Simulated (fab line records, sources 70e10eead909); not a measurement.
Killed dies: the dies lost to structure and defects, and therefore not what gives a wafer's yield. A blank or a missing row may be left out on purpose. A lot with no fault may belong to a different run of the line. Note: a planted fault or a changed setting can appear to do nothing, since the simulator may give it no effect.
fab line records :: flow nand_harc
record:
  lots: 6
  wafers: 18
  last_day: 32
route steps=1302 shown A_DECK1_JOINT@530 A_ONON_D2@545 END@1302
lots untouched by any fault: they come from a run of this same line in which no faults occurred
start_h: hours from the record's first day to the start of the lot's first wafer shown :: wait_h: hours elapsed since this lot's preceding step :: " same as the row above :: L1.1+2: a single row standing in for several wafers :: - no value, or no start given :: * or withheld: withheld :: < > ~ a bound
route shown NAME@n: a module of which the file shows steps, and the number in the route of the first :: usual: mean/standard deviation taken from wafers without a fault :: same: alike in all rows :: chamber/n: place in a boat :: sites: each site's reading :: _std_site: the standard deviation of these :: _edge_site: inner sites' mean taken away from outer sites' mean :: radius_mm: for every site, how far away it sits from the centre of the wafer :: mask NAME#n: copy n :: behind: tool/chamber where the wafer was last shaped :: hold: why the lot went on hold/how many hours it stayed there/how the hold came to an end :: device: whichever transistor did not switch (one of n, p or np) :: end of line: tests of these same wafers at the route's end :: a step with no rows: only its recipe :: killed: dies lost to structure and defects at the first sort, not the wafer's yield :: map: shows each die of a wafer: x if killed, . if not, _ if none is there
set.NAME: the setting as run; set.NAME@STEP: as run at that earlier step :: model.NAME: the simulator's own value behind a step, which no gauge read
lots seen at some steps along the route; tables by step, rows by wafer
services: a tool's chamber out of use, with start hour (start_h, from the record's first day; less than 0 if before it), hours out, and reason
== steps ==
step: NHARC_A_DECK1_JOINT_ETCHBACK_00
recipe:
  target_depth_a: 300
  time_s: 17.4
  hbr_flow_sccm: 150
  rf_w: 350
  icp_w: 350
  bias_w: 60
  chemistry: HBr
usual:
  drypump_motor_current_A: 5.6/0.54
  oes_product_au: 0.998/0.011
  throttle_valve_pct: 23.266/0.0095
same:
  time_s: 17.4
lot.wafer: L791.1
tool: rie_si-05
chamber: 0
start_h: 248.58
wait_h: 0.1
drypump_motor_current_A: 6.1
oes_product_au: 1.006
rf_hours_counter_h: 0.9
throttle_valve_pct: 23.262

lot.wafer: L791.6
tool: rie_si-05
chamber: 3
start_h: 248.58
wait_h: 0.1
drypump_motor_current_A: 6.0
oes_product_au: 0.998
rf_hours_counter_h: -
throttle_valve_pct: 23.262

lot.wafer: L791.5
tool: rie_si-05
chamber: 0
start_h: 248.58
wait_h: 0.1
drypump_motor_current_A: 6.1
oes_product_au: 1.003
rf_hours_counter_h: -
throttle_valve_pct: 23.268

lot.wafer: L805.1
tool: rie_si-03
chamber: 3
start_h: 390.74
wait_h: 0.1
drypump_motor_current_A: 5.2
oes_product_au: 1.011
rf_hours_counter_h: 1.1
throttle_valve_pct: 23.275

lot.wafer: L805.4
tool: rie_si-03
chamber: 1
start_h: 390.74
wait_h: 0.1
drypump_motor_current_A: 4.7
oes_product_au: 0.982
rf_hours_counter_h: 1.1
throttle_valve_pct: 23.266

lot.wafer: L805.6
tool: rie_si-03
chamber: 3
start_h: 390.74
wait_h: 0.1
drypump_motor_current_A: 5.2
oes_product_au: 1.009
rf_hours_counter_h: -
throttle_valve_pct: 23.275

lot.wafer: L806.3
tool: rie_si-01
chamber: 3
start_h: 395.68
wait_h: 0.1
drypump_motor_current_A: 5.1
oes_product_au: 0.988
rf_hours_counter_h: 0.2
throttle_valve_pct: 23.268

lot.wafer: L806.1
tool: rie_si-01
chamber: 0
start_h: 395.68
wait_h: 0.1
drypump_motor_current_A: 6.6
oes_product_au: 1.008
rf_hours_counter_h: 0.1
throttle_valve_pct: 23.256

lot.wafer: L806.6
tool: rie_si-01
chamber: 2
start_h: 395.68
wait_h: 0.1
drypump_motor_current_A: 5.4
oes_product_au: 0.994
rf_hours_counter_h: -
throttle_valve_pct: 23.270

lot.wafer: L809.4
tool: rie_si-03
chamber: 1
start_h: 422.45
wait_h: 0.1
drypump_motor_current_A: 4.7
oes_product_au: 0.982
rf_hours_counter_h: 0.1
throttle_valve_pct: 23.271

lot.wafer: L809.2
tool: rie_si-03
chamber: 2
start_h: 422.45
wait_h: 0.1
drypump_motor_current_A: 5.5
oes_product_au: 1.018
rf_hours_counter_h: 0.1
throttle_valve_pct: 23.257

lot.wafer: L809.6
tool: rie_si-03
chamber: 0
start_h: 422.45
wait_h: 0.1
drypump_motor_current_A: 5.9
oes_product_au: 1.001
rf_hours_counter_h: -
throttle_valve_pct: 23.283

lot.wafer: L810.2
tool: rie_si-05
chamber: 3
start_h: 436.55
wait_h: 0.1
drypump_motor_current_A: 6.0
oes_product_au: 1.016
rf_hours_counter_h: 0.7
throttle_valve_pct: 23.271

lot.wafer: L810.1
tool: rie_si-05
chamber: 1
start_h: 436.55
wait_h: 0.1
drypump_motor_current_A: 5.0
oes_product_au: 1.016
rf_hours_counter_h: 0.7
throttle_valve_pct: 23.268

lot.wafer: L810.6
tool: rie_si-05
chamber: 3
start_h: 436.55
wait_h: 0.1
drypump_motor_current_A: 6.0
oes_product_au: 1.011
rf_hours_counter_h: -
throttle_valve_pct: 23.254

lot.wafer: L813.4
tool: rie_si-05
chamber: 2
start_h: 466.10
wait_h: 0.1
drypump_motor_current_A: 5.8
oes_product_au: 1.011
rf_hours_counter_h: 0.8
throttle_valve_pct: 23.258

lot.wafer: L813.2
tool: rie_si-05
chamber: 1
start_h: 466.10
wait_h: 0.1
drypump_motor_current_A: 5.0
oes_product_au: 1.012
rf_hours_counter_h: 0.9
throttle_valve_pct: 23.281

lot.wafer: L813.5
tool: rie_si-05
chamber: 3
start_h: 466.10
wait_h: 0.1
drypump_motor_current_A: 6.0
oes_product_au: 1.016
rf_hours_counter_h: -
throttle_valve_pct: 23.274
step: NHARC_A_DECK1_JOINT_PRECLEAN_30
recipe:
  time_s: *
  temp_c: 50
  bath_age_min: 0
  chemistry: SC1
step: NHARC_A_DECK1_JOINT_SRD_31
step: NHARC_A_DECK1_JOINT_CVD_34
recipe:
  target_thk_a: 200
  temp_c: 700
  pressure_mtorr: 300
  material: SiNx
step: NHARC_A_DECK1_JOINT_DEP_06
recipe:
  target_thk_a: 800
  temp_c: 65
  material: SiOx
step: NHARC_A_DECK1_JOINT_CURE_26
recipe:
  temp_c: 150
  time_s: 32
  pressure_atm: 0.395
step: NHARC_A_DECK1_JOINT_ANNEAL_27
recipe:
  temp_c: 400
  time_s: 3600
  idle_temp_c: 300
  ramp_up_c_per_min: 10
  densification_p_h2o_torr: 640
step: NHARC_A_DECK1_JOINT_ANNEAL_28
recipe:
  temp_c: 500
  time_s: 1800
  idle_temp_c: 400
  ramp_up_c_per_min: 10
  densification_p_h2o_torr: 640
step: NHARC_A_DECK1_JOINT_ANNEAL_29
recipe:
  temp_c: 750
  time_s: 1800
  idle_temp_c: 500
  ramp_up_c_per_min: 10
  ramp_down_c_per_min: 3
step: NHARC_A_DECK1_JOINT_CMP_02
recipe:
  material: SiOx
usual:
  motor_current_A: 12.1/1.2
  retaining_ring_pressure_frac: 0.999/0.0049
  slurry_flow_ml_min: 149.9/0.47
lot.wafer: L791.1
tool: cmp-02
chamber: 3
start_h: 275.15
wait_h: 0.4
motor_current_A: 12.0
retaining_ring_pressure_frac: 1.001
slurry_flow_ml_min: 149.6

lot.wafer: L791.6
tool: cmp-02
chamber: 0
start_h: 275.15
wait_h: 0.4
motor_current_A: 12.3
retaining_ring_pressure_frac: 1.000
slurry_flow_ml_min: 149.6

lot.wafer: L791.5
tool: cmp-02
chamber: 1
start_h: 275.15
wait_h: 0.4
motor_current_A: 13.7
retaining_ring_pressure_frac: 0.997
slurry_flow_ml_min: 148.7

lot.wafer: L805.1
tool: cmp-03
chamber: 1
start_h: 417.17
wait_h: 0.4
motor_current_A: 12.4
retaining_ring_pressure_frac: 0.998
slurry_flow_ml_min: 150.3

lot.wafer: L805.4
tool: cmp-03
chamber: 3
start_h: 417.17
wait_h: 0.4
motor_current_A: 13.8
retaining_ring_pressure_frac: 1.003
slurry_flow_ml_min: 150.2

lot.wafer: L805.6
tool: cmp-03
chamber: 1
start_h: 417.17
wait_h: 0.4
motor_current_A: 13.0
retaining_ring_pressure_frac: 1.006
slurry_flow_ml_min: 150.6

lot.wafer: L806.1
tool: cmp-03
chamber: 3
start_h: 424.29
wait_h: 0.4
motor_current_A: 15.4
retaining_ring_pressure_frac: 1.004
slurry_flow_ml_min: 150.1

lot.wafer: L806.3
tool: cmp-03
chamber: 0
start_h: 424.29
wait_h: 0.4
motor_current_A: 10.9
retaining_ring_pressure_frac: 0.996
slurry_flow_ml_min: 149.9

lot.wafer: L806.6
tool: cmp-03
chamber: 1
start_h: 424.29
wait_h: 0.4
motor_current_A: 12.2
retaining_ring_pressure_frac: 1.001
slurry_flow_ml_min: 150.2

lot.wafer: L809.4
tool: cmp-04
chamber: 2
start_h: 451.03
wait_h: 0.4
motor_current_A: 11.8
retaining_ring_pressure_frac: 0.997
slurry_flow_ml_min: 150.5

lot.wafer: L809.2
tool: cmp-04
chamber: 0
start_h: 451.03
wait_h: 0.4
motor_current_A: 10.3
retaining_ring_pressure_frac: 0.993
slurry_flow_ml_min: 149.7

lot.wafer: L809.6
tool: cmp-04
chamber: 1
start_h: 451.03
wait_h: 0.4
motor_current_A: 12.5
retaining_ring_pressure_frac: 1.002
slurry_flow_ml_min: 149.7

lot.wafer: L810.1
tool: cmp-03
chamber: 2
start_h: 467.62
wait_h: 0.4
motor_current_A: 11.3
retaining_ring_pressure_frac: 1.001
slurry_flow_ml_min: 150.8

lot.wafer: L810.2
tool: cmp-03
chamber: 1
start_h: 467.62
wait_h: 0.4
motor_current_A: 13.1
retaining_ring_pressure_frac: 1.009
slurry_flow_ml_min: 150.0

lot.wafer: L810.6
tool: cmp-03
chamber: 2
start_h: 467.62
wait_h: 0.4
motor_current_A: 11.0
retaining_ring_pressure_frac: 1.004
slurry_flow_ml_min: 150.0

lot.wafer: L813.4
tool: cmp-02
chamber: 3
start_h: 486.27
wait_h: 0.4
motor_current_A: 12.2
retaining_ring_pressure_frac: 1.000
slurry_flow_ml_min: 150.4

lot.wafer: L813.2
tool: cmp-02
chamber: 0
start_h: 486.27
wait_h: 0.4
motor_current_A: 11.0
retaining_ring_pressure_frac: 1.009
slurry_flow_ml_min: 150.4

lot.wafer: L813.5
tool: cmp-02
chamber: 1
start_h: 486.27
wait_h: 0.4
motor_current_A: 14.2
retaining_ring_pressure_frac: 1.000
slurry_flow_ml_min: 148.8
step: NHARC_A_DECK1_JOINT_SRD_15
step: NHARC_A_DECK1_JOINT_DEP_16
recipe:
  target_thk_a: 450
  temp_c: 400
  pressure_torr: 6.5
  rf_w: 900
  teos_flow_sccm: 161.4
  flow_sccm: 2650
  target_thk_nm: 45
  gas: O2
  material: SiO2
usual:
  heater_power_w: 531/77
  throttle_valve_pct: 15.8/0.5
lot.wafer: L791.1
tool: pecvd-03
chamber: 1
start_h: 275.50
wait_h: 0.1
heater_power_w: 535
throttle_valve_pct: 15.3

lot.wafer: L791.6
tool: pecvd-03
chamber: 1
start_h: 275.50
wait_h: 0.1
heater_power_w: 524
throttle_valve_pct: 15.2

lot.wafer: L791.5
tool: pecvd-03
chamber: 2
start_h: 275.50
wait_h: 0.1
heater_power_w: 603
throttle_valve_pct: 15.5

lot.wafer: L805.1
tool: pecvd-03
chamber: 2
start_h: 417.62
wait_h: 0.1
heater_power_w: 654
throttle_valve_pct: 15.6

lot.wafer: L805.6
tool: pecvd-03
chamber: 0
start_h: 417.62
wait_h: 0.1
heater_power_w: 476
throttle_valve_pct: 16.5

lot.wafer: L805.4
tool: pecvd-03
chamber: 2
start_h: 417.62
wait_h: 0.1
heater_power_w: 667
throttle_valve_pct: 15.7

lot.wafer: L806.3
tool: pecvd-03
chamber: 0
start_h: 424.63
wait_h: 0.1
heater_power_w: 484
throttle_valve_pct: 16.4

lot.wafer: L806.1
tool: pecvd-03
chamber: 1
start_h: 424.63
wait_h: 0.1
heater_power_w: 619
throttle_valve_pct: 15.3

lot.wafer: L806.6
tool: pecvd-03
chamber: 2
start_h: 424.63
wait_h: 0.1
heater_power_w: 623
throttle_valve_pct: 15.7

lot.wafer: L809.2
tool: pecvd-02
chamber: 1
start_h: 451.67
wait_h: 0.4
heater_power_w: 620
throttle_valve_pct: 14.7

lot.wafer: L809.6
tool: pecvd-02
chamber: 1
start_h: 451.67
wait_h: 0.4
heater_power_w: 603
throttle_valve_pct: 14.7

lot.wafer: L809.4
tool: pecvd-02
chamber: 0
start_h: 451.67
wait_h: 0.4
heater_power_w: 486
throttle_valve_pct: 15.4

lot.wafer: L810.1
tool: pecvd-04
chamber: 2
start_h: 468.04
wait_h: 0.1
heater_power_w: 645
throttle_valve_pct: 17.2

lot.wafer: L810.2
tool: pecvd-04
chamber: 0
start_h: 468.04
wait_h: 0.1
heater_power_w: 557
throttle_valve_pct: 16.0

lot.wafer: L810.6
tool: pecvd-04
chamber: 2
start_h: 468.04
wait_h: 0.1
heater_power_w: 631
throttle_valve_pct: 16.7

lot.wafer: L813.2
tool: pecvd-04
chamber: 2
start_h: 486.63
wait_h: 0.1
heater_power_w: 604
throttle_valve_pct: 17.1

lot.wafer: L813.5
tool: pecvd-04
chamber: 1
start_h: 486.63
wait_h: 0.1
heater_power_w: 578
throttle_valve_pct: 16.1

lot.wafer: L813.4
tool: pecvd-04
chamber: 2
start_h: 486.63
wait_h: 0.1
heater_power_w: 598
throttle_valve_pct: 16.7
step: NHARC_A_DECK1_JOINT_THK_MEAS_17
recipe:
  thk_meas_gauge: ellipsometry
usual:
  thk_nm: 45.1/1.2
lot.wafer: L791.1
tool: film_metro-01
chamber: -
start_h: 275.75
wait_h: 0.2
thk_nm: 43.4

lot.wafer: L791.5
tool: film_metro-01
chamber: -
start_h: 275.75
wait_h: 0.2
thk_nm: 44.3

lot.wafer: L791.6
tool: film_metro-01
chamber: -
start_h: 275.75
wait_h: 0.2
thk_nm: 45.3

lot.wafer: L805.1
tool: film_metro-01
chamber: -
start_h: 417.84
wait_h: 0.2
thk_nm: 46.1

lot.wafer: L805.4
tool: film_metro-01
chamber: -
start_h: 417.84
wait_h: 0.2
thk_nm: 45.3

lot.wafer: L805.6
tool: film_metro-01
chamber: -
start_h: 417.84
wait_h: 0.2
thk_nm: 45.3

lot.wafer: L806.1
tool: film_metro-02
chamber: -
start_h: 424.91
wait_h: 0.2
thk_nm: 43.7

lot.wafer: L806.3
tool: film_metro-02
chamber: -
start_h: 424.91
wait_h: 0.2
thk_nm: 45.3

lot.wafer: L806.6
tool: film_metro-02
chamber: -
start_h: 424.91
wait_h: 0.2
thk_nm: 46.9

lot.wafer: L809.2
tool: film_metro-01
chamber: -
start_h: 451.95
wait_h: 0.3
thk_nm: 42.7

lot.wafer: L809.4
tool: film_metro-01
chamber: -
start_h: 451.95
wait_h: 0.3
thk_nm: 44.8

lot.wafer: L809.6
tool: film_metro-01
chamber: -
start_h: 451.95
wait_h: 0.3
thk_nm: 46.3

lot.wafer: L810.1
tool: film_metro-01
chamber: -
start_h: 468.29
wait_h: 0.2
thk_nm: 46.3

lot.wafer: L810.2
tool: film_metro-01
chamber: -
start_h: 468.29
wait_h: 0.2
thk_nm: 45.7

lot.wafer: L810.6
tool: film_metro-01
chamber: -
start_h: 468.29
wait_h: 0.2
thk_nm: 44.1

lot.wafer: L813.2
tool: film_metro-01
chamber: -
start_h: 486.89
wait_h: 0.2
thk_nm: 45.5

lot.wafer: L813.4
tool: film_metro-01
chamber: -
start_h: 486.89
wait_h: 0.2
thk_nm: 45.6

lot.wafer: L813.5
tool: film_metro-01
chamber: -
start_h: 486.89
wait_h: 0.2
thk_nm: 46.4
step: NHARC_A_DECK1_JOINT_INSPECT_05
usual:
  raw_defect_count: 321/110
lot.wafer: L791.1
tool: defect_inspect-01
chamber: -
start_h: 275.78
wait_h: 0.0
raw_defect_count: 459

lot.wafer: L791.5
tool: defect_inspect-01
chamber: -
start_h: 275.78
wait_h: 0.0
raw_defect_count: 266

lot.wafer: L791.6
tool: defect_inspect-01
chamber: -
start_h: 275.78
wait_h: 0.0
raw_defect_count: 283

lot.wafer: L805.1
tool: defect_inspect-01
chamber: -
start_h: 417.87
wait_h: 0.0
raw_defect_count: 887

lot.wafer: L805.4
tool: defect_inspect-01
chamber: -
start_h: 417.87
wait_h: 0.0
raw_defect_count: 988

lot.wafer: L805.6
tool: defect_inspect-01
chamber: -
start_h: 417.87
wait_h: 0.0
raw_defect_count: 679

lot.wafer: L806.1
tool: defect_inspect-02
chamber: -
start_h: 424.95
wait_h: 0.0
raw_defect_count: 707

lot.wafer: L806.3
tool: defect_inspect-02
chamber: -
start_h: 424.95
wait_h: 0.0
raw_defect_count: 799

lot.wafer: L806.6
tool: defect_inspect-02
chamber: -
start_h: 424.95
wait_h: 0.0
raw_defect_count: 662

lot.wafer: L809.2
tool: defect_inspect-01
chamber: -
start_h: 451.99
wait_h: 0.0
raw_defect_count: 371

lot.wafer: L809.4
tool: defect_inspect-01
chamber: -
start_h: 451.99
wait_h: 0.0
raw_defect_count: 331

lot.wafer: L809.6
tool: defect_inspect-01
chamber: -
start_h: 451.99
wait_h: 0.0
raw_defect_count: 451

lot.wafer: L810.1
tool: defect_inspect-01
chamber: -
start_h: 468.32
wait_h: 0.0
raw_defect_count: 966

lot.wafer: L810.2
tool: defect_inspect-01
chamber: -
start_h: 468.32
wait_h: 0.0
raw_defect_count: 269

lot.wafer: L810.6
tool: defect_inspect-01
chamber: -
start_h: 468.32
wait_h: 0.0
raw_defect_count: 334

lot.wafer: L813.2
tool: defect_inspect-02
chamber: -
start_h: 486.92
wait_h: 0.0
raw_defect_count: 293

lot.wafer: L813.4
tool: defect_inspect-02
chamber: -
start_h: 486.92
wait_h: 0.0
raw_defect_count: 334

lot.wafer: L813.5
tool: defect_inspect-02
chamber: -
start_h: 486.92
wait_h: 0.0
raw_defect_count: 220
step: NHARC_A_ONON_D2_DEP_00
recipe:
  target_thk_a: 10000
  n2_flow_sccm: 2750
  n2o_flow_sccm: 2000
  nh3_flow_sccm: 500
  sih4_flow_sccm: 210
  temp_c: 400
step: NHARC_END_SORT_01
recipe:
  temp_c: 25
usual:
  killed_at_array: 53/18
  killed_at_other: 1.0/1.2
  killed_at_periphery: 3.6/2.4
  killed_dies: 58/18
  killed_open: 3.4/1.8
  killed_short: 2.3/1.5
same:
  gross_dies: 677
lot.wafer: L805.1
tool: prober-01
chamber: 0
start_h: 716.90
wait_h: 2.5
killed_at_array: 118
killed_at_other: 1
killed_at_periphery: 4
killed_dies: 123
killed_open: 5
killed_short: 3

lot.wafer: L805.4
tool: prober-01
chamber: 0
start_h: 719.27
wait_h: 3.4
killed_at_array: 153
killed_at_other: 0
killed_at_periphery: 4
killed_dies: 157
killed_open: 2
killed_short: 0

lot.wafer: L805.6
tool: prober-01
chamber: 0
start_h: 720.86
wait_h: 4.0
killed_at_array: 120
killed_at_other: 0
killed_at_periphery: 5
killed_dies: 125
killed_open: 0
killed_short: 2

lot.wafer: L806.1
tool: prober-02
chamber: 0
start_h: 716.93
wait_h: 2.5
killed_at_array: 109
killed_at_other: 0
killed_at_periphery: 4
killed_dies: 113
killed_open: 1
killed_short: 0

lot.wafer: L806.3
tool: prober-02
chamber: 0
start_h: 718.53
wait_h: 3.1
killed_at_array: 118
killed_at_other: 0
killed_at_periphery: 5
killed_dies: 123
killed_open: 4
killed_short: 2

lot.wafer: L806.6
tool: prober-02
chamber: 0
start_h: 720.93
wait_h: 4.0
killed_at_array: 103
killed_at_other: 2
killed_at_periphery: 6
killed_dies: 111
killed_open: 4
killed_short: 3
killed by level:class
L805.1 A_DECK1_JOINT:unspecified=59 A_SLIT:chamber_film_flake=19 A_CHANNEL_HOLE_D1:chamber_film_flake=11 A_CHANNEL_HOLE_D2:chamber_film_flake=10 A_CONTACT:chamber_film_flake=6 A_BONDPAD:chamber_film_flake=3 A_STAIRCASE:chamber_film_flake=2 P_GATE:geometric_particle:open=1
L806.1 A_DECK1_JOINT:unspecified=73 A_CHANNEL_HOLE_D1:chamber_film_flake=11 A_CHANNEL_HOLE_D2:chamber_film_flake=11 A_SLIT:chamber_film_flake=5 A_STAIRCASE:chamber_film_flake=4 A_ONON_D1:geometric_particle:open=1 P_ZERO_WELL:chamber_film_flake=1 P_STI:chamber_film_flake=1
L806.3 A_DECK1_JOINT:unspecified=49 A_CHANNEL_HOLE_D1:chamber_film_flake=36 A_CHANNEL_HOLE_D2:chamber_film_flake=13 A_SLIT:chamber_film_flake=9 P_CONTACT:chamber_film_flake=3 A_CHANNEL_FILL_D1:geometric_particle:short=1 A_CHANNEL_FILL_D1:geometric_particle:open=1 A_DECK1_JOINT:geometric_particle:open=1
L805.4 A_DECK1_JOINT:unspecified=68 A_CHANNEL_HOLE_D1:chamber_film_flake=35 A_SLIT:chamber_film_flake=22 A_CHANNEL_HOLE_D2:chamber_film_flake=10 A_BONDPAD:chamber_film_flake=8 P_CONTACT:chamber_film_flake=3 A_CONTACT:chamber_film_flake=3 A_M0:chamber_film_flake=2
L805.6 A_DECK1_JOINT:unspecified=49 A_CHANNEL_HOLE_D1:chamber_film_flake=29 A_SLIT:chamber_film_flake=22 A_CHANNEL_HOLE_D2:chamber_film_flake=8 A_CONTACT:chamber_film_flake=4 A_BONDPAD:chamber_film_flake=4 P_GATE:chamber_film_flake=2 P_CONTACT:chamber_film_flake=2
L806.6 A_DECK1_JOINT:unspecified=54 A_CHANNEL_HOLE_D1:chamber_film_flake=15 A_CHANNEL_HOLE_D2:chamber_film_flake=14 A_SLIT:chamber_film_flake=6 P_CONTACT:chamber_film_flake=4 P_GATE:chamber_film_flake=2 A_CHANNEL_FILL_D2:chamber_film_flake=2 A_STAIRCASE:chamber_film_flake=2
map L805.4 (x killed, . not)
____________x____________
_________xxxxxxx_________
_______x.xxxxxxxx._______
______..xxxxxxxx...______
_____.xxxxxxxxxxx..._____
____...x.xxxxxxx.....____
____.....xxxxxxx.....____
___...xx.xxxxxxxx.....___
___.......xxx.x.......___
__........xxx..........__
__.......x.x...........__
_...........xx.........._
_....x.............x...._
_..........xx..........._
_..........x.....x.xxx.._
_........xx..xx.x......._
..................xx.....
......x....x.xx.x..x.....
.........x..xxx.x........
...........xxxxx.........
............xxxx.........
_x..........xxxx........_
_x.........xx.x.x......._
_.x.......x..xx........._
_x..x........x...x......_
_xxxx......x.x.........._
__x..x........x.....x..__
__xx.x...x.......x.....__
___xxx............x..x___
___x...............xx.___
____...............x.____
____...............xx____
_____.........x..xxx_____
______.............______
_______..........._______
_________...x..._________
____________.____________
map L806.3 (x killed, . not)
____________.____________
_________......._________
_______......x...._______
______..x....x.....______
_____..........x..x._____
____...........x....x____
____................x____
___......x........xxxx___
___x..............xxxx___
__................xxxxx__
__......x.........xxxxx__
_......x....x.....xxxxxx_
_.................xxxxxx_
_...........x.....xxxxxx_
_.......x...........xxxx_
_...................xxxx_
..........xxxxx.....xxxx.
...........xx..xx........
............xxxxxx.......
............x.xx.........
...........xxx.x.x.......
_...........xx.x.......x_
_..........xxxxx......x._
_.........x...x.......xx_
_............xx........._
_...........x.xx.x......_
__.............x.......__
__.....................__
___................x.x___
___..............xxxx.___
____...x...x....x...x____
____...............xx____
_____.............xx_____
______..........xx.______
_______..........._______
_________......._________
____________.____________
== services ==
tool: cmp-02
chamber: -
start_h: 233.51
hours: 4.0
kind: pm

tool: cmp-03
chamber: -
start_h: 260.61
hours: 4.0
kind: pm

tool: cmp-02
chamber: -
start_h: 264.18
hours: 2.4
kind: repair

tool: pecvd-04
chamber: -
start_h: 269.00
hours: 13.0
kind: pm

tool: rie_si-03
chamber: -
start_h: 277.59
hours: 0.2
kind: repair

tool: pecvd-03
chamber: 2
start_h: 283.93
hours: 3.2
kind: repair

tool: rie_si-05
chamber: 0
start_h: 294.92
hours: 15.8
kind: repair

tool: rie_si-05
chamber: -
start_h: 305.00
hours: 9.0
kind: pm

tool: rie_si-03
chamber: 1
start_h: 305.93
hours: 1.3
kind: repair

tool: pecvd-03
chamber: 0
start_h: 328.59
hours: 10.6
kind: repair

tool: cmp-02
chamber: -
start_h: 331.51
hours: 4.0
kind: pm

tool: cmp-03
chamber: -
start_h: 343.31
hours: 0.8
kind: repair

tool: cmp-03
chamber: -
start_h: 350.88
hours: 3.5
kind: repair

tool: cmp-03
chamber: -
start_h: 355.07
hours: 1.0
kind: repair

tool: cmp-03
chamber: -
start_h: 358.61
hours: 4.0
kind: pm

tool: cmp-03
chamber: -
start_h: 366.76
hours: 0.5
kind: repair

tool: pecvd-03
chamber: -
start_h: 367.44
hours: 13.0
kind: pm

tool: rie_si-05
chamber: 2
start_h: 393.56
hours: 2.3
kind: repair

tool: cmp-03
chamber: -
start_h: 409.11
hours: 0.8
kind: repair

tool: cmp-03
chamber: -
start_h: 454.08
hours: 0.7
kind: repair

tool: cmp-03
chamber: -
start_h: 456.61
hours: 4.0
kind: pm

tool: cmp-03
chamber: -
start_h: 474.78
hours: 2.8
kind: repair

tool: pecvd-03
chamber: -
start_h: 479.78
hours: 0.7
kind: repair

tool: rie_si-05
chamber: -
start_h: 482.00
hours: 9.0
kind: pm
== key ==
first_sign:
  step: NHARC_A_DECK1_JOINT_INSPECT_05
  reading: raw_defect_count
  direction: up
  sigmas: 4.2
  usual: 321
  struck: 787
effect:
  step: NHARC_END_SORT_01
  reading: killed_at_array
  direction: up
  sigmas: 3.8
  usual: 53
  struck: 120
more_kills_born_at:
  NHARC_A_DECK1_JOINT_DEP_16@pecvd-03: 352
met_at NHARC_A_DECK1_JOINT_DEP_16
struck_wafers L805.1,L805.4,L805.6,L806.1,L806.3,L806.6
tester_left_out L805,L806
onset_between 275.50 417.62
fault:
  kind: chamber_particle_source
  tool: pecvd-03
  chamber: -
  onset_h: 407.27
  steps: NHARC_A_DECK1_JOINT_DEP_16
  rate_per_visit_cm2: 0.55939
  end_h: 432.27
tester_left_out: of these lots the tester's yield and bins aren't shown, on N5 and GAA mostly nor the transistor test; their killed dies are dies lost to structure and defects alone, not to doping, threshold or leakage, so they don't give the yield
